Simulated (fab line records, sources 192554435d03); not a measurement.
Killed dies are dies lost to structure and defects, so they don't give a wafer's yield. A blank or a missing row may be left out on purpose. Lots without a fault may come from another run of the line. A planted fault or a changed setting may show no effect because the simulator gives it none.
fab line records | flow n5_finfet | part 1 of 2: steps 1 to 23 of 32
record lots=5 wafers=15 last_day=18
route steps=1938 shown BEOL_M9@1423
lots that met no fault: from a run of the same line without faults
start_h: hours from the record's first day to the start of the lot's first wafer shown | wait_h: hours since the lot's step before | " the same as in the row above | L1.1+2: a row that stands for several wafers | - no value, or no start given | * or withheld: withheld | < > ~ a bound
route shown NAME@n: a module of which the file shows steps, and the number in the route of the first | usual: mean/standard deviation of fault-free wafers | same: alike in all rows | chamber/n: place in a boat | sites: the reading at each site | _std_site: their standard deviation | _edge_site: outer sites' mean less inner sites' | radius_mm: how far each site lies from the wafer's centre | mask NAME#n: copy n | behind: the tool/chamber that last shaped the wafer | hold: why the lot was held/for how many hours/how that ended | device: the transistor (n, p or np) that didn't switch | end of line: the same wafers' tests at the end of the route | a step without rows: its recipe alone | killed: dies lost to structure and defects at the first sort, not the wafer's yield | map: a wafer's dies, x killed, . not, _ none there
set.NAME: the setting as run; set.NAME@STEP: as run at that earlier step | model.NAME: the simulator's own value behind a step, which no gauge read
lots at some steps of the route; a table a step, a row a wafer
services: from which hour (start_h, from the record's first day; less than 0 if before it) a tool's chamber was out of use, for how many hours, and why
## steps
# step N5_BEOL_M9_STRIP_19
# recipe chemistry=O2 power_w=400 temp_c=40 pressure_mtorr=30 rf_frequency_hz=6e+07 bias_power_w=0 overash_fraction=0.2 o2_flow_sccm=225
# usual drypump_motor_current_A=5.9/0.69 oes_product_au=0.76/0.054 rf_vpp_V=3.7/0.59 showerhead_plenum_p_Torr=2.07/0.054 throttle_valve_pct=16.60/0.2
# columns lot.wafer tool chamber start_h wait_h drypump_motor_current_A oes_product_au rf_hours_counter_h rf_vpp_V showerhead_plenum_p_Torr throttle_valve_pct
L075.1 rie_diel-01 2 220.55 0.1 5.2 0.71 174 2.9 2.07 16.35
L075.2 " 1 " " 4.9 0.70 208 4.3 1.98 16.71
L075.6 " 3 " " 6.4 0.84 - 3.0 2.05 16.57
L077.1 rie_diel-04 0 229.04 0.2 5.4 0.72 202 4.0 2.17 16.68
L077.2 " 2 " " 6.5 0.87 29 4.0 2.07 16.44
L077.5 " 2 " " 6.5 0.87 - 4.9 2.07 16.46
L079.3 rie_diel-01 3 247.34 0.1 6.4 0.86 57 3.1 2.05 16.58
L079.5 " 2 " " 5.2 0.71 - 3.1 2.07 16.35
L079.6 " 1 " " 4.9 0.69 - 5.3 1.98 16.73
L081.1 rie_diel-03 1 258.62 0.2 5.3 0.82 66 2.9 2.13 16.22
L081.3 " 2 " " 6.6 0.75 195 3.8 2.01 16.90
L081.5 " 2 " " 6.6 0.75 - 3.6 2.01 16.87
L097.2 rie_diel-04 0 370.95 0.1 5.4 0.70 239 2.2 2.16 16.74
L097.3 " 2 " " 6.5 0.82 74 3.3 2.05 16.53
L097.4 " 3 " " 6.8 0.79 115 3.5 2.03 16.64
# step N5_BEOL_M9_CD_MEAS_18
# recipe pitch_nm=140 target_cd_nm=70
# usual cd_nm=69.6/0.57
# columns lot.wafer tool chamber start_h wait_h cd_nm
L075.1 cd_sem-03 - 220.62 0.0 69.9
L075.2 " - " " 70.4
L075.6 " - " " 70.3
L077.1 cd_sem-03 - 229.11 0.0 69.6
L077.2 " - " " 70.4
L077.5 " - " " 69.7
L079.3 cd_sem-01 - 247.42 0.1 70.0
L079.5 " - " " 70.3
L079.6 " - " " 70.0
L081.1 cd_sem-03 - 258.69 0.0 69.5
L081.3 " - " " 70.3
L081.5 " - " " 69.4
L097.2 cd_sem-03 - 371.02 0.1 69.3
L097.3 " - " " 69.7
L097.4 " - " " 68.0
# step N5_BEOL_M9_COAT_63
# recipe resist=SOC temp_c=250 time_s=60 spin_rpm=1500 resist_thk_nm=60
# columns lot.wafer tool chamber start_h wait_h
L075.1+2+6 litho_track-04 0 222.16 1.5
L077.1+2+5 litho_track-04 0 231.25 2.1
L079.3+5+6 litho_track-02 0 248.33 0.9
L081.1+3+5 litho_track-04 0 258.99 0.3
L097.2+3+4 litho_track-01 0 372.22 1.2
# step N5_BEOL_M9_COAT_64
# recipe resist=SiARC temp_c=220 time_s=60 spin_rpm=1500 resist_thk_nm=12
# columns lot.wafer tool chamber start_h wait_h
L075.1+2+6 litho_track-04 0 - -
L077.1+2+5 litho_track-04 0 - -
L079.3+5+6 litho_track-02 0 - -
L081.1+3+5 litho_track-04 0 - -
L097.2+3+4 litho_track-01 0 - -
# step N5_BEOL_M9_COAT_75
# recipe resist=underlayer temp_c=205 time_s=60 spin_rpm=1500 resist_thk_nm=5
# columns lot.wafer tool chamber start_h wait_h
L075.1+2+6 litho_track-04 0 - -
L077.1+2+5 litho_track-04 0 - -
L079.3+5+6 litho_track-02 0 - -
L081.1+3+5 litho_track-04 0 - -
L097.2+3+4 litho_track-01 0 - -
# step N5_BEOL_M9_COAT_22
# recipe resist=CAR-EUV spin_rpm=1500 resist_thk_nm=30
# columns lot.wafer tool chamber start_h wait_h
L075.1+2+6 litho_track-04 0 - -
L077.1+2+5 litho_track-04 0 - -
L079.3+5+6 litho_track-02 0 - -
L081.1+3+5 litho_track-04 0 - -
L097.2+3+4 litho_track-01 0 - -
# step N5_BEOL_M9_EBR_24
# recipe solvent=PGMEA ebr_width_mm=1.5
# columns lot.wafer tool chamber start_h wait_h
L075.1+2+6 litho_track-04 0 - -
L077.1+2+5 litho_track-04 0 - -
L079.3+5+6 litho_track-02 0 - -
L081.1+3+5 litho_track-04 0 - -
L097.2+3+4 litho_track-01 0 - -
# step N5_BEOL_M9_SOFTBAKE_23
# recipe temp_c=110 time_s=60 resist=CAR-EUV
# columns lot.wafer tool chamber start_h wait_h
L075.1+2+6 litho_track-04 0 - -
L077.1+2+5 litho_track-04 0 - -
L079.3+5+6 litho_track-02 0 - -
L081.1+3+5 litho_track-04 0 - -
L097.2+3+4 litho_track-01 0 - -
# step N5_BEOL_M9_EXPOSE_25
# recipe mask_id=V8 na=0.33 source_shape=annular sigma_inner=0.4 sigma_outer=0.8 polarization=unpolarized dose_mj=37.25
# columns lot.wafer tool chamber start_h wait_h mask
L075.1+2+6 euv_scanner-02 0 222.30 - V8#0
L077.1+2+5 euv_scanner-02 0 231.39 - V8#0
L079.3+5+6 euv_scanner-02 0 248.48 - V8#0
L081.1+3+5 euv_scanner-01 0 259.25 - V8#0
L097.2+3+4 euv_scanner-01 0 372.37 - V8#0
# step N5_BEOL_M9_PEB_26
# recipe peb_temp_c=100 peb_time_s=60 resist=CAR-EUV
# columns lot.wafer tool chamber start_h wait_h
L075.1+2+6 litho_track-04 0 222.36 0.1
L077.1+2+5 litho_track-02 0 231.45 0.1
L079.3+5+6 litho_track-04 0 248.53 0.0
L081.1+3+5 litho_track-04 0 259.31 0.1
L097.2+3+4 litho_track-02 0 372.42 0.0
# step N5_BEOL_M9_DEVELOP_27
# recipe develop_time_s=30 developer=TMAH resist=CAR-EUV rinse_liquid=surfactant_rinse dry=air_spin dev_temp_c=23
# columns lot.wafer tool chamber start_h wait_h
L075.1+2+6 litho_track-04 0 - -
L077.1+2+5 litho_track-02 0 - -
L079.3+5+6 litho_track-04 0 - -
L081.1+3+5 litho_track-04 0 - -
L097.2+3+4 litho_track-02 0 - -
# step N5_BEOL_M9_CD_MEAS_28
# recipe target_cd_nm=70 landing_energy_ev=500 detector=se_inlens polarity=opening
# usual cd_nm=70.11/0.3
# columns lot.wafer tool chamber start_h wait_h cd_nm
L075.1 cd_sem-01 0 222.43 - 70.09
L075.2 " 0 " " 70.13
L075.6 " 0 " " 69.63
L077.1 cd_sem-01 0 231.52 - 70.02
L077.2 " 0 " " 70.13
L077.5 " 0 " " 70.24
L079.3 cd_sem-03 0 248.60 - 69.98
L079.5 " 0 " " 69.89
L079.6 " 0 " " 70.25
L081.1 cd_sem-03 0 259.38 - 70.09
L081.3 " 0 " " 70.43
L081.5 " 0 " " 69.96
L097.2 cd_sem-03 0 372.49 - 70.25
L097.3 " 0 " " 69.84
L097.4 " 0 " " 69.41
# step N5_BEOL_M9_OVL_MEAS_29
# recipe points_per_wafer=522
# usual V8_OVL=-0.2/0.72
# columns lot.wafer tool chamber start_h wait_h V8_OVL[nm]
L075.1 overlay-02 0 222.46 0.0 -0.4
L075.2 " 0 " " 0.5
L075.6 " 0 " " -0.2
L077.1 overlay-02 0 231.55 0.0 0.1
L077.2 " 0 " " -0.3
L077.5 " 0 " " -0.6
L079.3 overlay-02 0 248.64 0.0 0.5
L079.5 " 0 " " -0.1
L079.6 " 0 " " 0.1
L081.1 overlay-01 0 259.41 0.0 -0.3
L081.3 " 0 " " -0.3
L081.5 " 0 " " -0.7
L097.2 overlay-02 0 372.52 0.0 -0.6
L097.3 " 0 " " -0.4
L097.4 " 0 " " -0.4
# step N5_BEOL_M9_INSPECT_30
# recipe mode=adi inspect_instrument=brightfield
# usual raw_defect_count=392/92
# columns lot.wafer tool chamber start_h wait_h raw_defect_count
L075.1 defect_inspect-02 - 222.52 0.1 328
L075.2 " - " " 282
L075.6 " - " " 333
L077.1 defect_inspect-02 - 231.61 0.1 497
L077.2 " - " " 493
L077.5 " - " " 387
L079.3 defect_inspect-01 - 248.69 0.0 419
L079.5 " - " " 539
L079.6 " - " " 396
L081.1 defect_inspect-02 - 259.46 0.1 556
L081.3 " - " " 524
L081.5 " - " " 431
L097.2 defect_inspect-01 - 372.58 0.0 507
L097.3 " - " " 469
L097.4 " - " " 476
# step N5_BEOL_M9_DESCUM_33
# recipe chemistry=O2 time_s=7 source_power_w=50 bias_power_w=20 pressure_mtorr=20 rf_frequency_hz=2.712e+07 temp_c=40 resist=CAR-EUV o2_flow_sccm=225
# usual drypump_motor_current_A=5.8/0.72 oes_product_au=0.76/0.056 rf_vpp_V=242.8/1.2 showerhead_plenum_p_Torr=2.07/0.059 throttle_valve_pct=20.34/0.17
# columns lot.wafer tool chamber start_h wait_h drypump_motor_current_A oes_product_au rf_hours_counter_h rf_vpp_V showerhead_plenum_p_Torr throttle_valve_pct
L075.1 rie_diel-01 3 222.88 0.4 6.5 0.85 51 243.0 2.05 20.35
L075.2 " 0 " " 5.6 0.80 132 243.9 2.11 20.54
L075.6 " 0 " " 5.6 0.79 - 242.1 2.11 20.55
L077.1 rie_diel-03 3 231.64 0.0 6.5 0.72 216 244.8 2.04 20.29
L077.2 " 1 " " 5.3 0.83 58 244.0 2.12 19.92
L077.5 " 0 " " 6.4 0.81 - 244.2 2.10 20.21
L079.3 rie_diel-01 0 248.72 0.0 5.6 0.79 139 244.3 2.11 20.56
L079.5 " 1 " " 4.9 0.69 - 240.4 1.98 20.42
L079.6 " 0 " " 5.6 0.79 - 243.0 2.11 20.56
L081.1 rie_diel-04 1 259.50 0.0 4.7 0.73 181 243.4 2.17 20.32
L081.3 " 0 " " 5.4 0.71 211 244.7 2.16 20.36
L081.5 " 2 " " 6.5 0.86 - 241.7 2.06 20.27
L097.2 rie_diel-04 2 372.61 0.0 6.5 0.82 74 243.0 2.05 20.31
L097.3 " 1 " " 4.7 0.70 210 243.6 2.16 20.36
L097.4 " 0 " " 5.3 0.69 239 243.2 2.15 20.43
# step N5_BEOL_M9_ETCH_76
# recipe chemistry=N2/H2 target=underlayer target_depth_a=65 mask_material=CAR-EUV time_s=5.2 ion_energy_ev=200 pressure_mtorr=30 source_w=840 bias_w=150 n2_flow_sccm=200 h2_flow_sccm=200 ends=cleared
# usual drypump_motor_current_A=5.8/0.72 etch_rf_on_time_s=5.29/0.12 oes_product_au=0.64/0.048 rf_vpp_V=523.3/2.3 showerhead_plenum_p_Torr=2.52/0.078 throttle_valve_pct=17.77/0.21
# columns lot.wafer tool chamber start_h wait_h drypump_motor_current_A etch_rf_on_time_s oes_product_au rf_hours_counter_h rf_vpp_V showerhead_plenum_p_Torr throttle_valve_pct
L075.1 rie_diel-01 3 222.92 0.0 6.4 5.30 0.73 51 522.8 2.48 17.78
L075.2 " 0 " " 5.6 5.13 0.67 132 523.9 2.55 17.83
L075.6 " 0 " " 5.6 5.09 0.67 - 522.4 2.55 17.85
L077.1 rie_diel-03 3 231.67 0.0 6.4 5.09 0.61 216 522.6 2.52 18.03
L077.2 " 1 " " 5.3 5.24 0.71 58 526.5 2.57 17.30
L077.5 " 0 " " 6.4 5.46 0.65 - 525.8 2.56 17.70
L079.3 rie_diel-01 0 248.76 0.0 5.6 5.03 0.68 139 523.0 2.55 17.85
L079.5 " 1 " " 4.9 5.39 0.58 - 519.4 2.40 17.94
L079.6 " 0 " " 5.6 5.07 0.67 - 525.8 2.55 17.84
L081.1 rie_diel-04 1 259.53 0.0 4.7 5.16 0.62 181 525.9 2.65 17.85
L081.3 " 0 " " 5.3 5.34 0.59 211 524.6 2.63 17.86
L081.5 " 2 " " 6.5 5.35 0.71 - 521.2 2.47 17.40
L097.2 rie_diel-04 2 372.65 0.0 6.5 5.25 0.69 74 522.5 2.45 17.45
L097.3 " 1 " " 4.7 5.09 0.60 210 526.7 2.64 17.93
L097.4 " 0 " " 5.4 5.25 0.58 239 524.6 2.62 17.89
# step N5_BEOL_M9_ETCH_65
# recipe chemistry=CF4 target=SiARC target_depth_a=156 mask_material=CAR-EUV time_s=26 ion_energy_ev=80 pressure_mtorr=40 source_w=545 bias_w=36 Ar_flow_sccm=100 cf4_flow_sccm=100 ends=cleared
# usual drypump_motor_current_A=5.8/0.72 etch_rf_on_time_s=26.5/0.64 oes_product_au=0.64/0.047 rf_vpp_V=183.8/1.1 showerhead_plenum_p_Torr=2.12/0.054 throttle_valve_pct=15.54/0.18
# columns lot.wafer tool chamber start_h wait_h drypump_motor_current_A etch_rf_on_time_s oes_product_au rf_hours_counter_h rf_vpp_V showerhead_plenum_p_Torr throttle_valve_pct
L075.1 rie_diel-01 3 222.93 0.0 6.4 26.6 0.72 51 182.9 2.10 15.55
L075.2 " 0 " " 5.6 25.4 0.68 132 184.0 2.17 15.76
L075.6 " 0 " " 5.6 25.3 0.68 - 186.0 2.17 15.76
L077.1 rie_diel-03 3 231.69 0.0 6.4 25.6 0.61 216 182.5 2.11 15.68
L077.2 " 1 " " 5.3 26.2 0.71 58 184.4 2.17 15.16
L077.5 " 0 " " 6.4 27.4 0.66 - 184.6 2.14 15.38
L079.3 rie_diel-01 0 248.77 0.0 5.6 25.4 0.67 139 183.5 2.16 15.79
L079.5 " 1 " " 4.9 27.2 0.58 - 183.3 2.03 15.71
L079.6 " 0 " " 5.6 25.3 0.67 - 182.5 2.16 15.79
L081.1 rie_diel-04 1 259.55 0.0 4.7 25.7 0.62 181 184.0 2.21 15.51
L081.3 " 0 " " 5.4 26.6 0.60 211 184.2 2.19 15.54
L081.5 " 2 " " 6.5 26.6 0.71 - 183.0 2.08 15.25
L097.2 rie_diel-04 2 372.66 0.0 6.5 26.9 0.68 74 183.0 2.07 15.31
L097.3 " 1 " " 4.7 25.9 0.60 210 184.8 2.20 15.56
L097.4 " 0 " " 5.4 26.4 0.58 239 185.3 2.18 15.62
# step N5_BEOL_M9_ETCH_66
# recipe chemistry=N2/H2 target=SOC target_depth_a=800 overetch_a=160 mask_material=SiARC temp_c=40 time_s=120 ion_energy_ev=200 pressure_mtorr=30 source_w=840 bias_w=150 n2_flow_sccm=200 h2_flow_sccm=200
# usual drypump_motor_current_A=5.8/0.72 oes_product_au=0.58/0.041 rf_vpp_V=523.2/2.1 showerhead_plenum_p_Torr=2.52/0.078 throttle_valve_pct=17.73/0.21
# columns lot.wafer tool chamber start_h wait_h drypump_motor_current_A oes_product_au rf_hours_counter_h rf_vpp_V showerhead_plenum_p_Torr throttle_valve_pct
L075.1 rie_diel-01 3 222.96 0.0 6.4 0.64 51 522.3 2.49 17.74
L075.2 " 0 " " 5.6 0.59 132 523.6 2.55 17.79
L075.6 " 0 " " 5.6 0.61 - 524.2 2.55 17.78
L077.1 rie_diel-03 3 231.72 0.0 6.5 0.55 216 524.5 2.52 17.99
L077.2 " 1 " " 5.3 0.64 58 524.6 2.57 17.23
L077.5 " 0 " " 6.4 0.61 - 524.9 2.56 17.67
L079.3 rie_diel-01 0 248.80 0.0 5.6 0.60 139 524.7 2.55 17.79
L079.5 " 1 " " 4.9 0.53 - 518.5 2.40 17.92
L079.6 " 0 " " 5.6 0.60 - 523.9 2.55 17.80
L081.1 rie_diel-04 1 259.58 0.0 4.7 0.56 181 527.3 2.65 17.83
L081.3 " 0 " " 5.4 0.54 211 525.6 2.63 17.80
L081.5 " 2 " " 6.5 0.65 - 522.6 2.47 17.34
L097.2 rie_diel-04 2 372.69 0.0 6.5 0.62 74 521.2 2.45 17.40
L097.3 " 1 " " 4.7 0.54 210 525.7 2.64 17.88
L097.4 " 0 " " 5.4 0.53 239 526.5 2.62 17.87
# step N5_BEOL_M9_STRIP_69
# recipe chemistry=N2/H2 temp_c=40 n2_flow_sccm=200 h2_flow_sccm=200 rf_frequency_hz=6e+07
# columns lot.wafer tool chamber start_h wait_h
L075.1+2+6 rie_diel-01 3,0,0 223.04 0.0
L077.1+2+5 rie_diel-03 3,1,0 231.80 0.0
L079.3+5+6 rie_diel-01 0,1,0 248.88 0.0
L081.1+3+5 rie_diel-04 1,0,2 259.66 0.0
L097.2+3+4 rie_diel-04 2,1,0 372.77 0.0
# step N5_BEOL_M9_STRIP_77
# recipe chemistry=N2/H2 temp_c=40 n2_flow_sccm=200 h2_flow_sccm=200 rf_frequency_hz=6e+07
# columns lot.wafer tool chamber start_h wait_h
L075.1+2+6 rie_diel-01 3,0,0 223.05 0.0
L077.1+2+5 rie_diel-03 3,1,0 231.81 0.0
L079.3+5+6 rie_diel-01 0,1,0 248.89 0.0
L081.1+3+5 rie_diel-04 1,0,2 259.67 0.0
L097.2+3+4 rie_diel-04 2,1,0 372.78 0.0
# step N5_BEOL_M9_VIA_ETCH_34
# recipe chemistry=C4F6/O2 target=SiCOH_lowk target_depth_a=1824 mask_material=SOC taper_deg=4 time_s=68.4 ion_energy_ev=250 pressure_mtorr=30 source_w=345 bias_w=185 Ar_flow_sccm=300 C4F6_flow_sccm=10 O2_flow_sccm=10
# usual drypump_motor_current_A=5.8/0.72 oes_product_au=0.75/0.056 rf_vpp_V=668/15 showerhead_plenum_p_Torr=2.82/0.073 throttle_valve_pct=20.79/0.17
# columns lot.wafer tool chamber start_h wait_h drypump_motor_current_A oes_product_au rf_hours_counter_h rf_vpp_V showerhead_plenum_p_Torr throttle_valve_pct
L075.1 rie_diel-01 3 223.06 0.0 6.4 0.85 51 650 2.79 20.87
L075.2 " 0 " " 5.6 0.78 132 666 2.87 21.05
L075.6 " 0 " " 5.6 0.79 - 664 2.87 21.04
L077.1 rie_diel-03 3 231.82 0.0 6.4 0.71 216 645 2.79 20.81
L077.2 " 1 " " 5.3 0.82 58 655 2.89 20.42
L077.5 " 0 " " 6.4 0.77 - 663 2.84 20.58
L079.3 rie_diel-01 0 248.90 0.0 5.6 0.79 140 664 2.87 21.05
L079.5 " 1 " " 4.9 0.69 - 675 2.71 20.95
L079.6 " 0 " " 5.6 0.79 - 663 2.87 21.07
L081.1 rie_diel-04 1 259.68 0.0 4.7 0.73 181 675 2.94 20.75
L081.3 " 0 " " 5.4 0.70 211 682 2.91 20.74
L081.5 " 2 " " 6.5 0.84 - 682 2.78 20.59
L097.2 rie_diel-04 2 372.79 0.0 6.5 0.79 74 682 2.76 20.63
L097.3 " 1 " " 4.7 0.70 210 675 2.93 20.77
L097.4 " 0 " " 5.3 0.69 239 685 2.90 20.77
# step N5_BEOL_M9_STRIP_73
# recipe chemistry=C4F6/O2 resist=SiARC rf_frequency_hz=6e+07
# columns lot.wafer tool chamber start_h wait_h
L075.1+2+6 rie_diel-01 3,0,0 223.11 0.0
L077.1+2+5 rie_diel-03 3,1,0 231.87 0.0
L079.3+5+6 rie_diel-01 0,1,0 248.95 0.0
L081.1+3+5 rie_diel-04 1,0,2 259.73 0.0
L097.2+3+4 rie_diel-04 2,1,0 372.84 0.0
# step N5_BEOL_M9_STRIP_36
# recipe chemistry=N2/H2 power_w=450 temp_c=40 pressure_mtorr=20 rf_frequency_hz=6e+07 overash_fraction=0.3 bias_power_w=7 h2_frac=0.5 n2_flow_sccm=200 h2_flow_sccm=200
# usual drypump_motor_current_A=5.8/0.72 oes_product_au=0.76/0.057 rf_vpp_V=59.3/1.5 showerhead_plenum_p_Torr=2.51/0.078 throttle_valve_pct=23.52/0.26
# columns lot.wafer tool chamber start_h wait_h drypump_motor_current_A oes_product_au rf_hours_counter_h rf_vpp_V showerhead_plenum_p_Torr throttle_valve_pct
L075.1 rie_diel-01 3 223.12 0.0 6.4 0.86 51 58.7 2.48 23.62
L075.2 " 0 " " 5.6 0.80 132 56.7 2.55 23.44
L075.6 " 0 " " 5.6 0.80 - 58.6 2.55 23.44
L077.1 rie_diel-03 3 231.88 0.0 6.5 0.72 216 61.9 2.52 23.85
L077.2 " 1 " " 5.3 0.82 58 57.3 2.57 22.91
L077.5 " 0 " " 6.4 0.80 - 60.8 2.56 23.55
L079.3 rie_diel-01 0 248.96 0.0 5.6 0.79 140 58.6 2.55 23.45
L079.5 " 1 " " 4.9 0.69 - 59.3 2.40 23.73
L079.6 " 0 " " 5.6 0.79 - 58.3 2.54 23.44
L081.1 rie_diel-04 1 259.74 0.0 4.7 0.72 182 58.9 2.65 23.72
L081.3 " 0 " " 5.4 0.71 211 59.7 2.63 23.50
L081.5 " 2 " " 6.5 0.87 - 58.2 2.46 23.04
L097.2 rie_diel-04 2 372.85 0.0 6.5 0.82 74 58.8 2.45 23.09
L097.3 " 1 " " 4.7 0.71 210 58.8 2.63 23.73
L097.4 " 0 " " 5.4 0.69 239 58.7 2.62 23.54
